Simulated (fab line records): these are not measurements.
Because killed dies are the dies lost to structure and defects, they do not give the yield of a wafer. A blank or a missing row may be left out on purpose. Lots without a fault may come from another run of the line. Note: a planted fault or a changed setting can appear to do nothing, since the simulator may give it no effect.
fab line records	flow nand_harc
[record] lots = 24	wafers = 72	last_day = 24
route steps=1159 shown A_CONTACT@915 A_M0@1006
lots with no fault: from the same line, run without faults
start_h: start of the lot's first displayed wafer, in hours after the record's first day	wait_h: hours since the lot's step before	" same as the row above	L1.1+2: several wafers, shown together as one row	- no value present, or no start provided	* or withheld: withheld	< > ~ a bound
route shown NAME@n: NAME is a module with steps in the file, n the number in the route of the first one	usual: mean/standard deviation taken from wafers without a fault	same: alike in all rows	chamber/n: place in a boat	sites: each site's reading	_std_site: the values' standard deviation	_edge_site: outer sites' mean less inner sites'	radius_mm: how far each site lies from the wafer's centre	mask NAME#n: copy n	behind: tool/chamber where the wafer was last shaped	hold: what put the lot on hold/how long, in hours/how the hold closed	device: the n, p or np transistor that did not switch	end of line: at the end of the route, the tests of the same wafers	a step with no rows: only its recipe	killed: dies lost to structure and defects at the first sort, not the wafer's yield	map: shows each die of a wafer: x if killed, . if not, _ if none is there
set.NAME: setting as actually run; set.NAME@STEP: the setting as run at that earlier step	model.NAME: the simulator's own value behind a step, which no gauge read
steps of the route over a sample of lots; a table a step, a row a wafer
services: when a tool's chamber went out of use (start_h, in hours from the record's first day, below 0 if earlier), for how many hours, and the reason
[[steps]]
[step NHARC_A_CONTACT_ETCH_97]
[recipe] target_depth_a = 200	over_etch_frac = 0.5	time_s = 10	ion_energy_ev = 250	c4f6_flow_sccm = 25	o2_flow_sccm = 20	ar_flow_sccm = 500	rf_w = 600	bias_w = 500	chemistry = C4F6/O2
[usual] drypump_motor_current_A = 5.8/0.56	oes_product_au = 0.952/0.015	rf_vpp_V = 546/3.1	showerhead_plenum_p_Torr = 3.88/0.15	throttle_valve_pct = 26.903/0.0093
lot.wafer	tool	chamber	start_h	wait_h	drypump_motor_current_A	oes_product_au	rf_hours_counter_h	rf_vpp_V	showerhead_plenum_p_Torr	throttle_valve_pct
L074.2	rie_diel-05	2	-	-	6.2	0.954	12	550	4.09	26.919
L074.3	"	0	"	"	5.8	0.935	16	548	3.96	26.891
L074.5	"	2	"	"	6.1	0.959	-	550	4.09	26.898
L075.2	rie_diel-05	3	-	-	6.6	0.943	18	547	3.89	26.907
L075.5	"	2	"	"	6.2	0.957	-	551	4.09	26.913
L075.6	"	3	"	"	6.7	0.933	-	545	3.89	26.902
L077.4	rie_diel-02	1	-	-	6.2	0.970	22	541	3.67	26.908
L077.3	"	3	"	"	6.4	0.942	25	541	3.67	26.910
L077.2	"	0	"	"	5.7	0.959	25	542	3.68	26.902
L076.1	rie_diel-04	1	397.80	0.1	5.3	0.954	17	544	3.75	26.911
L076.2	"	2	"	"	5.3	0.958	20	551	4.09	26.922
L076.6	"	0	"	"	6.4	0.951	-	547	3.95	26.909
L078.1	rie_diel-04	2	-	-	5.2	0.952	21	550	4.09	26.917
L078.3	"	0	"	"	6.4	0.934	16	548	3.95	26.894
L078.2	"	1	"	"	5.3	0.956	19	543	3.74	26.918
L081.2	rie_diel-04	1	-	-	5.3	0.940	21	541	3.74	26.903
L081.3	"	2	"	"	5.3	0.942	23	550	4.08	26.906
L081.5	"	1	"	"	5.3	0.944	-	542	3.74	26.903
L080.1	rie_diel-04	1	-	-	5.3	0.958	21	543	3.74	26.910
L080.2	"	3	"	"	4.9	0.950	22	543	3.69	26.907
L080.6	"	1	"	"	5.3	0.958	-	544	3.74	26.908
L079.3	rie_diel-04	1	-	-	5.4	0.963	22	544	3.74	26.898
L079.4	"	2	"	"	5.3	0.965	24	550	4.08	26.904
L079.2	"	3	"	"	4.9	0.966	23	542	3.69	26.904
L083.3	rie_diel-04	3	-	-	5.0	0.932	25	540	3.69	26.907
L083.4	"	0	"	"	6.4	0.948	21	547	3.95	26.901
L083.2	"	1	"	"	5.3	0.952	23	544	3.74	26.900
L082.3	rie_diel-04	2	436.15	0.1	5.2	0.947	26	550	4.08	26.914
L082.2	"	3	"	"	4.9	0.952	25	541	3.69	26.898
L082.5	"	3	"	"	4.9	0.954	-	541	3.69	26.912
L084.2	rie_diel-04	1	-	-	5.3	0.929	26	543	3.74	26.917
L084.1	"	3	"	"	4.9	0.933	27	542	3.69	26.896
L084.6	"	0	"	"	6.4	0.920	-	549	3.94	26.911
L085.2	rie_diel-04	1	-	-	5.3	0.950	26	543	3.74	26.909
L085.3	"	0	"	"	6.4	0.940	24	547	3.94	26.903
L085.5	"	1	"	"	5.3	0.940	-	542	3.74	26.899
L088.4	rie_diel-04	3	-	-	5.0	0.977	28	542	3.69	26.922
L088.6	"	1	"	"	5.3	0.957	-	544	3.74	26.891
L088.5	"	2	"	"	5.3	0.950	-	549	4.08	26.900
L087.3	rie_diel-05	0	-	-	5.8	0.945	46	546	3.95	26.911
L087.2	"	2	"	"	6.1	0.950	39	550	4.08	26.913
L087.5	"	3	"	"	6.6	0.965	-	544	3.87	26.906
L086.3	rie_diel-05	0	-	-	5.8	0.946	46	547	3.95	26.906
L086.6	"	0	"	"	5.8	0.955	-	547	3.94	26.904
L086.5	"	1	"	"	5.9	0.973	-	546	3.88	26.908
L090.1	rie_diel-05	3	-	-	6.6	0.948	51	545	3.87	26.912
L090.5	"	3	"	"	6.6	0.940	-	547	3.87	26.894
L090.6	"	0	"	"	5.8	0.943	-	548	3.94	26.898
L089.2	rie_diel-04	0	-	-	6.4	0.949	1	548	3.94	26.893
L089.1	"	1	"	"	5.3	0.939	1	543	3.74	26.896
L089.3	"	2	"	"	5.3	0.942	1	550	4.08	26.908
L091.2	rie_diel-02	0	-	-	5.7	1.007	61	541	3.66	26.889
L091.5	"	2	"	"	5.3	0.994	-	545	3.82	26.902
L091.6	"	3	"	"	6.4	0.998	-	541	3.65	26.907
L094.3	rie_diel-02	2	-	-	5.3	0.959	69	545	3.82	26.900
L094.2	"	0	"	"	5.7	0.949	64	542	3.66	26.912
L094.6	"	2	"	"	5.3	0.954	-	544	3.82	26.909
L092.2	rie_diel-05	1	-	-	5.9	0.952	52	548	3.88	26.879
L092.1	"	2	"	"	6.2	0.948	52	548	4.07	26.882
L092.4	"	3	"	"	6.6	0.949	58	547	3.86	26.895
L093.3	rie_diel-05	2	-	-	6.2	0.929	53	550	4.07	26.906
L093.6	"	1	"	"	5.9	0.945	-	545	3.88	26.905
L093.5	"	2	"	"	6.1	0.937	-	550	4.07	26.909
L096.3	rie_diel-04	0	-	-	6.4	0.940	10	547	3.94	26.894
L096.2	"	2	"	"	5.3	0.949	9	550	4.07	26.907
L096.6	"	0	"	"	6.4	0.942	-	548	3.94	26.913
L097.4	rie_diel-04	0	-	-	6.4	0.946	10	547	3.94	26.915
L097.2	"	2	"	"	5.3	0.940	9	548	4.07	26.894
L097.1	"	3	"	"	4.9	0.951	9	542	3.68	26.900
L095.2	rie_diel-05	3	-	-	6.7	0.957	61	547	3.86	26.895
L095.1	"	1	"	"	5.9	0.964	55	547	3.88	26.892
L095.5	"	3	"	"	6.6	0.954	-	545	3.86	26.896
[step NHARC_A_CONTACT_STRIP_82]
[recipe] o2_flow_sccm = 500	ar_flow_sccm = 0	bias_w = 0	chemistry = O2
[usual] drypump_motor_current_A = 5.8/0.56	oes_product_au = 1.003/0.008	rf_vpp_V = 57.6/0.87	showerhead_plenum_p_Torr = 3.47/0.14	throttle_valve_pct = 17.038/0.0094
lot.wafer	tool	chamber	start_h	wait_h	drypump_motor_current_A	oes_product_au	rf_hours_counter_h	rf_vpp_V	showerhead_plenum_p_Torr	throttle_valve_pct
L074.3	rie_diel-05	1	-	-	6.0	0.996	15	57.6	3.51	17.039
L074.2	"	2	"	"	6.2	0.999	12	56.6	3.68	17.031
L074.5	"	0	"	"	5.8	0.996	-	59.1	3.56	17.041
L075.2	rie_diel-05	0	-	-	5.8	0.989	18	54.7	3.56	17.029
L075.5	"	1	"	"	5.9	0.997	-	57.0	3.51	17.033
L075.6	"	2	"	"	6.2	1.007	-	57.4	3.68	17.039
L077.3	rie_diel-05	2	-	-	6.1	1.014	15	57.3	3.68	17.031
L077.2	"	3	"	"	6.6	1.007	21	57.1	3.49	17.029
L077.4	"	0	"	"	5.8	1.013	20	58.2	3.56	17.055
L076.1	rie_diel-04	0	-	-	6.4	0.991	15	57.6	3.55	17.051
L076.2	"	1	"	"	5.3	0.989	18	56.2	3.36	17.036
L076.6	"	1	"	"	5.3	0.998	-	55.6	3.36	17.034
L078.1	rie_diel-02	2	-	-	5.3	0.998	31	57.9	3.46	17.040
L078.2	"	3	"	"	6.4	1.013	31	58.3	3.29	17.038
L078.3	"	1	"	"	6.3	0.996	28	57.2	3.29	17.044
L081.3	rie_diel-05	2	-	-	6.2	1.000	25	58.4	3.68	17.035
L081.2	"	3	"	"	6.7	1.009	30	58.2	3.49	17.024
L081.5	"	2	"	"	6.2	0.994	-	58.8	3.68	17.027
L080.2	rie_diel-04	3	-	-	4.9	0.992	22	56.7	3.32	17.040
L080.1	"	0	"	"	6.4	0.990	19	57.8	3.55	17.024
L080.6	"	3	"	"	4.9	0.988	-	57.0	3.32	17.039
L079.4	rie_diel-02	0	-	-	5.7	1.014	38	57.6	3.30	17.028
L079.3	"	1	"	"	6.3	0.997	35	55.8	3.29	17.050
L079.2	"	2	"	"	5.3	0.993	39	57.5	3.45	17.040
L083.4	rie_diel-04	0	-	-	6.4	0.996	21	57.3	3.55	17.040
L083.2	"	2	"	"	5.2	1.012	26	57.8	3.68	17.045
L083.3	"	3	"	"	5.0	0.996	25	56.4	3.31	17.030
L082.2	rie_diel-02	0	-	-	5.7	1.007	41	56.9	3.30	17.056
L082.3	"	2	"	"	5.3	0.989	42	56.9	3.45	17.039
L082.5	"	0	"	"	5.7	1.016	-	56.8	3.30	17.038
L084.1	rie_diel-05	0	-	-	5.8	1.000	39	59.1	3.55	17.051
L084.2	"	3	"	"	6.6	1.012	40	60.2	3.48	17.046
L084.6	"	0	"	"	5.8	0.998	-	57.6	3.55	17.027
L085.3	rie_diel-04	0	-	-	6.4	0.994	24	56.8	3.55	17.043
L085.2	"	1	"	"	5.2	1.007	27	59.2	3.36	17.020
L085.5	"	0	"	"	6.4	1.001	-	57.0	3.55	17.049
L088.4	rie_diel-04	0	-	-	6.4	1.005	25	58.1	3.55	17.048
L088.5	"	3	"	"	4.9	1.015	-	58.7	3.31	17.047
L088.6	"	0	"	"	6.4	1.002	-	58.2	3.55	17.042
L087.3	rie_diel-04	1	-	-	5.3	1.014	28	56.9	3.36	17.028
L087.2	"	2	"	"	5.3	1.004	31	58.7	3.67	17.038
L087.5	"	1	"	"	5.3	1.016	-	56.4	3.36	17.028
L086.3	rie_diel-04	0	-	-	6.4	1.006	26	58.3	3.55	17.044
L086.5	"	2	"	"	5.3	1.012	-	57.4	3.67	17.048
L086.6	"	3	"	"	4.9	1.003	-	57.1	3.31	17.038
L090.1	rie_diel-04	2	-	-	5.2	1.000	1	58.5	3.67	17.043
L090.5	"	3	"	"	4.9	1.002	-	57.6	3.31	17.051
L090.6	"	0	"	"	6.4	0.991	-	56.9	3.55	17.036
L089.3	rie_diel-04	3	-	-	4.9	1.005	1	58.9	3.31	17.055
L089.2	"	1	"	"	5.3	1.001	1	58.4	3.36	17.048
L089.1	"	2	"	"	5.2	0.995	1	57.2	3.67	17.027
L091.2	rie_diel-02	2	-	-	5.3	0.997	66	58.4	3.44	17.026
L091.6	"	3	"	"	6.4	0.999	-	56.7	3.27	17.035
L091.5	"	0	"	"	5.7	1.008	-	56.5	3.29	17.027
L094.3	rie_diel-04	2	-	-	5.3	1.008	5	57.7	3.67	17.046
L094.2	"	3	"	"	4.9	1.000	4	58.0	3.31	17.027
L094.6	"	2	"	"	5.3	1.004	-	58.2	3.67	17.041
L092.2	rie_diel-05	3	-	-	6.6	1.004	58	58.4	3.47	17.055
L092.1	"	0	"	"	5.8	1.002	57	57.2	3.54	17.034
L092.4	"	2	"	"	6.2	0.995	52	56.3	3.66	17.035
L093.3	rie_diel-05	1	-	-	6.0	1.015	53	58.3	3.49	17.041
L093.5	"	3	"	"	6.6	1.011	-	59.0	3.47	17.051
L093.6	"	0	"	"	5.8	1.008	-	57.7	3.54	17.020
L096.3	rie_diel-04	0	-	-	6.4	1.004	10	58.6	3.54	17.035
L096.2	"	2	"	"	5.3	1.007	9	58.5	3.67	17.039
L096.6	"	0	"	"	6.4	0.999	-	59.9	3.54	17.049
L097.1	rie_diel-05	2	-	-	6.2	0.988	54	57.5	3.66	17.033
L097.2	"	0	"	"	5.8	1.008	59	57.2	3.54	17.038
L097.4	"	1	"	"	5.9	1.002	55	57.8	3.49	17.033
L095.2	rie_diel-04	0	-	-	6.4	0.997	10	57.8	3.54	17.027
L095.1	"	1	"	"	5.3	0.996	11	57.2	3.35	17.042
L095.5	"	1	"	"	5.3	0.997	-	57.2	3.35	17.010
[step NHARC_A_CONTACT_DEP_84]
[recipe] target_thk_a = 20000	temp_c = 400	material = aC
[usual] throttle_valve_pct = 35.001/0.0093
lot.wafer	tool	chamber	start_h	wait_h	throttle_valve_pct
L074.2	acl_dep-02	0	395.03	-	35.003
L074.3	"	0	"	"	35.013
L074.5	"	0	"	"	34.996
L075.2	acl_dep-02	0	396.26	-	35.001
L075.5	"	0	"	"	35.001
L075.6	"	0	"	"	35.008
L076.1	acl_dep-02	0	399.12	-	35.008
L076.2	"	0	"	"	34.984
L076.6	"	0	"	"	34.992
L077.2	acl_dep-03	0	399.24	-	35.006
L077.3	"	0	"	"	35.022
L077.4	"	0	"	"	34.995
L078.1	acl_dep-01	0	410.61	-	35.008
L078.2	"	0	"	"	35.000
L078.3	"	0	"	"	34.985
L081.2	acl_dep-02	0	423.48	-	35.017
L081.3	"	0	"	"	34.998
L081.5	"	0	"	"	35.007
L080.1	acl_dep-02	0	424.65	-	35.007
L080.2	"	0	"	"	35.003
L080.6	"	0	"	"	34.997
L079.2	acl_dep-03	0	430.87	-	34.993
L079.3	"	0	"	"	34.991
L079.4	"	0	"	"	34.993
L083.2	acl_dep-02	0	436.08	-	35.012
L083.3	"	0	"	"	34.996
L083.4	"	0	"	"	35.005
L082.2	acl_dep-02	0	437.48	-	34.981
L082.3	"	0	"	"	35.007
L082.5	"	0	"	"	35.000
L084.1	acl_dep-03	0	448.04	-	35.001
L084.2	"	0	"	"	34.988
L084.6	"	0	"	"	35.022
L085.2	acl_dep-03	0	451.96	-	34.992
L085.3	"	0	"	"	35.009
L085.5	"	0	"	"	35.003
L088.4	acl_dep-01	0	454.08	-	35.005
L088.5	"	0	"	"	34.997
L088.6	"	0	"	"	35.012
L087.2	acl_dep-03	0	462.61	-	35.008
L087.3	"	0	"	"	35.001
L087.5	"	0	"	"	35.000
L086.3	acl_dep-01	0	463.67	-	34.995
L086.5	"	0	"	"	34.995
L086.6	"	0	"	"	35.016
L090.1	acl_dep-02	0	485.69	-	34.999
L090.5	"	0	"	"	35.023
L090.6	"	0	"	"	35.001
L089.1	acl_dep-03	0	486.22	-	34.996
L089.2	"	0	"	"	35.003
L089.3	"	0	"	"	35.008
L091.2	acl_dep-01	0	497.00	-	34.983
L091.5	"	0	"	"	35.003
L091.6	"	0	"	"	34.985
L094.2	acl_dep-03	0	503.59	-	34.986
L094.3	"	0	"	"	34.992
L094.6	"	0	"	"	35.014
L092.1	acl_dep-03	0	504.62	-	35.009
L092.2	"	0	"	"	35.023
L092.4	"	0	"	"	34.990
L093.3	acl_dep-03	0	509.86	-	34.989
L093.5	"	0	"	"	34.987
L093.6	"	0	"	"	35.003
L096.2	acl_dep-02	0	513.27	-	35.004
L096.3	"	0	"	"	35.010
L096.6	"	0	"	"	35.009
L097.1	acl_dep-02	0	514.37	-	34.982
L097.2	"	0	"	"	34.997
L097.4	"	0	"	"	35.000
L095.1	acl_dep-02	0	518.47	-	34.993
L095.2	"	0	"	"	34.992
L095.5	"	0	"	"	35.000
[step NHARC_A_CONTACT_ETCH_88]
[recipe] target_depth_a = 390	over_etch_frac = 0.3	time_s = 65	ion_energy_ev = 80	cf4_flow_sccm = 150	ar_flow_sccm = 0	rf_w = 300	bias_w = 100	chemistry = CF4
[usual] cf4_flow_sccm = 150.0/0.46	drypump_motor_current_A = 5.7/0.56	oes_product_au = 1.001/0.0068	rf_vpp_V = 150.8/1.3	showerhead_plenum_p_Torr = 1.73/0.074	throttle_valve_pct = 13.285/0.0083
lot.wafer	tool	chamber	start_h	wait_h	cf4_flow_sccm	drypump_motor_current_A	oes_product_au	rf_hours_counter_h	rf_vpp_V	showerhead_plenum_p_Torr	throttle_valve_pct
L074.3	rie_diel-02	1	397.12	0.1	150.3	6.3	1.003	22	150.0	1.65	13.288
L074.2	"	2	"	"	150.0	5.3	0.988	25	150.2	1.73	13.288
L074.5	"	0	"	"	150.2	5.7	0.997	-	149.8	1.66	13.307
L075.2	rie_diel-02	0	398.33	0.1	150.1	5.7	1.006	26	149.9	1.66	13.284
L075.5	"	3	"	"	150.0	6.4	0.995	-	150.7	1.65	13.275
L075.6	"	0	"	"	150.6	5.7	0.997	-	149.7	1.66	13.290
L077.3	rie_diel-02	3	401.30	0.1	150.0	6.4	1.009	27	149.9	1.65	13.284
L077.4	"	1	"	"	150.1	6.3	1.006	25	150.6	1.65	13.285
L077.2	"	2	"	"	149.6	5.2	1.004	27	152.1	1.73	13.284
L076.2	rie_diel-02	1	401.64	0.3	150.2	6.3	1.002	25	150.0	1.65	13.296
L076.1	"	2	"	"	151.0	5.3	0.993	27	150.6	1.73	13.283
L076.6	"	0	"	"	150.4	5.7	1.005	-	149.6	1.66	13.282
L078.3	rie_diel-04	0	412.89	0.1	150.3	6.4	1.000	17	151.4	1.78	13.277
L078.2	"	1	"	"	150.2	5.2	1.014	19	149.8	1.69	13.285
L078.1	"	3	"	"	149.7	4.9	1.006	20	150.7	1.66	13.294
L081.2	rie_diel-05	1	425.61	0.1	149.8	5.9	1.003	26	151.0	1.75	13.292
L081.3	"	3	"	"	149.9	6.6	1.001	32	150.4	1.75	13.279
L081.5	"	2	"	"	149.9	6.2	1.002	-	152.7	1.84	13.283
L080.2	rie_diel-05	3	427.07	0.1	149.7	6.6	0.998	33	150.2	1.75	13.280
L080.1	"	2	"	"	150.2	6.1	1.009	27	152.7	1.84	13.289
L080.6	"	0	"	"	149.8	5.8	0.999	-	154.4	1.78	13.289
L079.4	rie_diel-04	0	432.81	0.1	148.9	6.3	1.000	21	152.9	1.78	13.286
L079.3	"	1	"	"	150.4	5.3	1.005	23	149.6	1.69	13.281
L079.2	"	2	"	"	150.6	5.2	1.005	25	153.6	1.84	13.283
L083.2	rie_diel-04	3	438.16	0.1	150.1	4.9	0.996	25	151.9	1.66	13.285
L083.4	"	0	"	"	149.1	6.4	1.004	21	151.0	1.78	13.286
L083.3	"	2	"	"	150.1	5.3	0.999	26	153.0	1.84	13.285
L082.3	rie_diel-05	0	439.40	0.1	149.3	5.8	0.995	38	153.1	1.78	13.276
L082.2	"	1	"	"	149.2	5.9	1.002	33	149.4	1.75	13.275
L082.5	"	0	"	"	150.5	5.8	1.005	-	152.5	1.78	13.268
L084.1	rie_diel-02	0	450.35	0.1	150.1	5.6	1.018	46	149.9	1.65	13.294
L084.2	"	2	"	"	149.5	5.3	1.007	49	151.3	1.73	13.277
L084.6	"	3	"	"	150.2	6.4	1.006	-	149.1	1.65	13.297
L085.2	rie_diel-05	2	453.99	0.2	150.4	6.2	1.001	36	153.6	1.84	13.283
L085.3	"	0	"	"	150.1	5.8	0.999	42	150.6	1.78	13.282
L085.5	"	2	"	"	150.3	6.2	1.002	-	151.2	1.84	13.279
L088.4	rie_diel-04	1	455.72	0.1	150.4	5.2	0.998	27	150.4	1.68	13.295
L088.6	"	2	"	"	150.3	5.2	0.996	-	152.5	1.84	13.299
L088.5	"	3	"	"	149.7	4.9	1.006	-	148.4	1.66	13.290
L087.3	rie_diel-04	1	464.57	0.1	150.9	5.3	0.995	29	150.7	1.68	13.280
L087.2	"	2	"	"	149.9	5.3	0.997	31	152.9	1.84	13.287
L087.5	"	2	"	"	150.9	5.2	0.996	-	151.3	1.84	13.288
L086.3	rie_diel-04	2	465.62	0.1	151.2	5.2	1.000	31	153.9	1.84	13.279
L086.5	"	3	"	"	149.9	4.9	0.998	-	149.4	1.66	13.270
L086.6	"	0	"	"	148.5	6.4	1.011	-	150.6	1.78	13.282
L090.1	rie_diel-02	3	488.11	0.1	150.0	6.4	0.996	63	150.1	1.64	13.281
L090.5	"	0	"	"	151.1	5.7	1.007	-	151.3	1.65	13.267
L090.6	"	1	"	"	149.8	6.3	1.002	-	147.9	1.64	13.303
L089.2	rie_diel-04	3	488.33	0.1	149.8	4.9	0.999	2	149.3	1.66	13.270
L089.1	"	1	"	"	150.4	5.3	0.987	2	149.8	1.68	13.274
L089.3	"	2	"	"	149.4	5.2	1.002	2	152.8	1.84	13.289
L091.2	rie_diel-02	0	499.08	0.1	150.7	5.7	0.998	63	150.2	1.65	13.270
L091.6	"	2	"	"	149.3	5.3	0.997	-	151.1	1.72	13.298
L091.5	"	3	"	"	149.6	6.4	1.001	-	150.4	1.64	13.302
L094.3	rie_diel-04	0	505.68	0.1	150.4	6.3	0.984	7	152.2	1.78	13.279
L094.2	"	1	"	"	149.8	5.3	0.995	7	149.7	1.68	13.288
L094.6	"	0	"	"	150.3	6.4	0.990	-	150.4	1.78	13.301
L092.2	rie_diel-04	2	506.99	0.2	149.4	5.3	1.003	7	151.5	1.84	13.290
L092.4	"	0	"	"	149.8	6.4	0.988	7	150.6	1.78	13.280
L092.1	"	1	"	"	149.5	5.2	0.995	8	149.8	1.68	13.286
L093.3	rie_diel-05	3	511.62	0.1	150.4	6.6	1.002	59	151.2	1.74	13.292
L093.5	"	0	"	"	150.0	5.8	0.991	-	151.4	1.78	13.292
L093.6	"	1	"	"	149.0	5.9	0.998	-	150.6	1.75	13.289
L096.3	rie_diel-02	2	515.31	0.1	149.9	5.3	1.004	1	150.5	1.72	13.297
L096.2	"	0	"	"	150.0	5.7	1.000	0	152.6	1.91	13.291
L096.6	"	2	"	"	149.2	5.3	1.001	-	150.7	1.72	13.295
L097.1	rie_diel-04	2	516.54	0.1	149.8	5.2	1.004	10	150.7	1.84	13.283
L097.4	"	0	"	"	150.1	6.4	1.000	10	150.6	1.77	13.289
L097.2	"	1	"	"	150.0	5.2	0.990	10	150.3	1.68	13.273
L095.1	rie_diel-04	0	520.64	0.1	150.4	6.4	0.994	11	150.6	1.77	13.296
L095.2	"	1	"	"	150.1	5.3	0.989	11	150.4	1.68	13.288
L095.5	"	0	"	"	150.3	6.4	0.987	-	150.7	1.77	13.288
[step NHARC_A_CONTACT_ALD_18]
[recipe] target_thk_a = 30	pulse_time_s = 1	ald_cycles = 150	temp_c = 450	material = TiN
[usual] heater_power_w = 1138/110	precursor_pulse_height_rel = 1.001/0.02
lot.wafer	tool	chamber	start_h	wait_h	heater_power_w	precursor_pulse_height_rel
L074.3	ald_metal-01	3	400.42	-	1027	1.022
L074.2	"	0	"	"	1263	1.022
L074.5	"	1	"	"	1161	0.979
L075.2	ald_metal-04	0	401.94	-	1347	0.992
L075.6	"	1	"	"	1098	0.986
L075.5	"	2	"	"	1181	0.969
L077.4	ald_metal-04	2	404.84	-	1190	1.020
L077.2	"	3	"	"	1057	1.001
L077.3	"	1	"	"	1078	1.034
L076.1	ald_metal-02	2	405.14	-	1244	0.999
L076.2	"	0	"	"	1022	0.972
L076.6	"	2	"	"	1238	0.966
L078.2	ald_metal-04	2	416.33	-	1182	0.987
L078.3	"	3	"	"	1090	1.004
L078.1	"	1	"	"	1106	0.992
L081.2	ald_metal-02	1	428.82	-	1064	0.992
L081.3	"	2	"	"	1232	0.988
L081.5	"	0	"	"	1043	1.035
L080.1	ald_metal-01	3	430.32	-	999	0.990
L080.2	"	0	"	"	1343	1.016
L080.6	"	2	"	"	1209	0.983
L079.4	ald_metal-02	3	435.97	-	1027	0.967
L079.3	"	0	"	"	1043	0.982
L079.2	"	2	"	"	1259	1.011
L083.3	ald_metal-01	1	441.59	-	1163	1.030
L083.2	"	2	"	"	1195	0.956
L083.4	"	0	"	"	1268	0.974
L082.2	ald_metal-01	0	442.99	-	1281	1.044
L082.3	"	1	"	"	1179	1.008
L082.5	"	0	"	"	1279	1.007
L084.2	ald_metal-02	1	453.75	-	1060	1.042
L084.1	"	2	"	"	1256	1.025
L084.6	"	1	"	"	1052	0.964
L085.3	ald_metal-04	3	457.36	-	1083	0.989
L085.2	"	1	"	"	1125	0.986
L085.5	"	0	"	"	1273	1.021
L088.4	ald_metal-02	3	459.16	-	1044	1.027
L088.5	"	1	"	"	1068	1.014
L088.6	"	2	"	"	1246	0.984
L087.2	ald_metal-01	0	468.45	-	1333	1.033
L087.3	"	1	"	"	1122	1.001
L087.5	"	3	"	"	1033	0.993
L086.3	ald_metal-02	3	469.10	-	996	1.003
L086.6	"	2	"	"	1267	1.026
L086.5	"	3	"	"	1027	1.005
L090.1	ald_metal-01	1	491.39	-	1165	1.023
L090.6	"	2	"	"	1164	1.004
L090.5	"	3	"	"	1009	0.992
L089.3	ald_metal-04	3	491.52	-	1137	0.973
L089.1	"	0	"	"	1235	1.021
L089.2	"	2	"	"	1224	1.005
L091.2	ald_metal-04	0	502.53	-	1277	0.998
L091.5	"	3	"	"	1101	0.966
L091.6	"	0	"	"	1259	0.990
L094.3	ald_metal-01	0	509.02	-	1385	1.004
L094.2	"	1	"	"	1133	0.996
L094.6	"	3	"	"	1042	1.001
L092.1	ald_metal-02	1	510.62	-	1051	1.006
L092.4	"	2	"	"	1268	0.976
L092.2	"	3	"	"	996	1.012
L093.3	ald_metal-02	0	515.01	-	1058	1.012
L093.6	"	1	"	"	1035	1.001
L093.5	"	2	"	"	1258	0.983
L096.3	ald_metal-02	1	518.92	-	1047	0.991
L096.2	"	3	"	"	1011	1.022
L096.6	"	1	"	"	1093	1.006
L097.1	ald_metal-01	1	519.74	-	1126	0.979
L097.2	"	2	"	"	1155	0.980
L097.4	"	3	"	"	1048	0.999
L095.1	ald_metal-02	2	524.11	-	1262	1.031
L095.2	"	3	"	"	1000	1.034
L095.5	"	3	"	"	1010	0.965
[step NHARC_A_M0_INSPECT_11]
[usual] raw_defect_count = 32/15
lot.wafer	tool	chamber	start_h	wait_h	raw_defect_count
L074.2	defect_inspect-02	-	410.91	0.0	11
L074.3	"	-	"	"	7
L074.5	"	-	"	"	7
L075.2	defect_inspect-01	-	411.35	0.0	28
L075.5	"	-	"	"	27
L075.6	"	-	"	"	30
L077.2	defect_inspect-01	-	413.31	0.0	16
L077.3	"	-	"	"	20
L077.4	"	-	"	"	23
L076.1	defect_inspect-01	-	416.11	0.0	19
L076.2	"	-	"	"	19
L076.6	"	-	"	"	23
L078.1	defect_inspect-01	-	425.86	0.0	30
L078.2	"	-	"	"	38
L078.3	"	-	"	"	34
L081.2	defect_inspect-02	-	436.98	0.0	28
L081.3	"	-	"	"	30
L081.5	"	-	"	"	17
L080.1	defect_inspect-02	-	437.53	0.0	37
L080.2	"	-	"	"	30
L080.6	"	-	"	"	32
L079.2	defect_inspect-02	-	448.86	0.0	10
L079.3	"	-	"	"	7
L079.4	"	-	"	"	5
L083.2	defect_inspect-02	-	453.48	0.0	35
L083.3	"	-	"	"	26
L083.4	"	-	"	"	31
L082.2	defect_inspect-01	-	453.83	0.0	23
L082.3	"	-	"	"	25
L082.5	"	-	"	"	26
L084.1	defect_inspect-02	-	459.81	0.0	33
L084.2	"	-	"	"	44
L084.6	"	-	"	"	51
L085.2	defect_inspect-02	-	464.68	0.0	56
L085.3	"	-	"	"	59
L085.5	"	-	"	"	60
L088.4	defect_inspect-01	-	468.61	0.0	22
L088.5	"	-	"	"	33
L088.6	"	-	"	"	39
L087.2	defect_inspect-01	-	488.35	0.0	49
L087.3	"	-	"	"	46
L087.5	"	-	"	"	43
L086.3	defect_inspect-01	-	488.91	0.0	18
L086.5	"	-	"	"	24
L086.6	"	-	"	"	16
L090.1	defect_inspect-02	-	504.51	0.0	25
L090.5	"	-	"	"	28
L090.6	"	-	"	"	32
L089.1	defect_inspect-02	-	505.08	0.0	38
L089.2	"	-	"	"	47
L089.3	"	-	"	"	47
L091.2	defect_inspect-02	-	509.27	0.0	56
L091.5	"	-	"	"	36
L091.6	"	-	"	"	42
L094.2	defect_inspect-02	-	524.02	0.0	67
L094.3	"	-	"	"	52
L094.6	"	-	"	"	53
L092.1	defect_inspect-02	-	524.57	0.0	11
L092.2	"	-	"	"	11
L092.4	"	-	"	"	22
L093.3	defect_inspect-01	-	529.88	0.0	62
L093.5	"	-	"	"	56
L093.6	"	-	"	"	77
L096.2	defect_inspect-02	-	534.77	0.0	31
L096.3	"	-	"	"	60
L096.6	"	-	"	"	47
L097.1	defect_inspect-02	-	535.48	0.0	37
L097.2	"	-	"	"	42
L097.4	"	-	"	"	34
L095.1	defect_inspect-01	-	535.77	0.1	30
L095.2	"	-	"	"	30
L095.5	"	-	"	"	24
[[services]]
tool	chamber	start_h	hours	kind
ald_metal-04	1	371.06	23.9	repair
rie_diel-04	0	371.50	-	clean
rie_diel-04	1	371.50	-	clean
rie_diel-04	0	374.09	10.1	repair
ald_metal-01	-	387.93	4.3	repair
rie_diel-04	3	391.44	8.3	repair
rie_diel-04	0	391.88	1.9	repair
ald_metal-02	3	397.44	27.3	repair
ald_metal-04	-	406.00	10.0	pm
acl_dep-03	-	406.04	13.0	pm
rie_diel-04	2	411.88	3.5	repair
ald_metal-02	0	429.46	5.1	repair
rie_diel-04	1	435.79	1.6	repair
ald_metal-01	-	458.00	10.0	pm
ald_metal-02	0	462.85	24.2	repair
rie_diel-04	-	466.00	9.0	pm
acl_dep-01	-	474.19	13.0	pm
rie_diel-04	-	479.07	0.4	repair
ald_metal-02	1	499.40	7.0	repair
rie_diel-02	3	502.46	8.7	repair
rie_diel-02	-	505.11	9.0	pm
ald_metal-01	1	509.80	8.4	repair
ald_metal-02	-	516.92	0.9	repair
rie_diel-05	-	517.66	9.0	pm
[[key]]
fault none
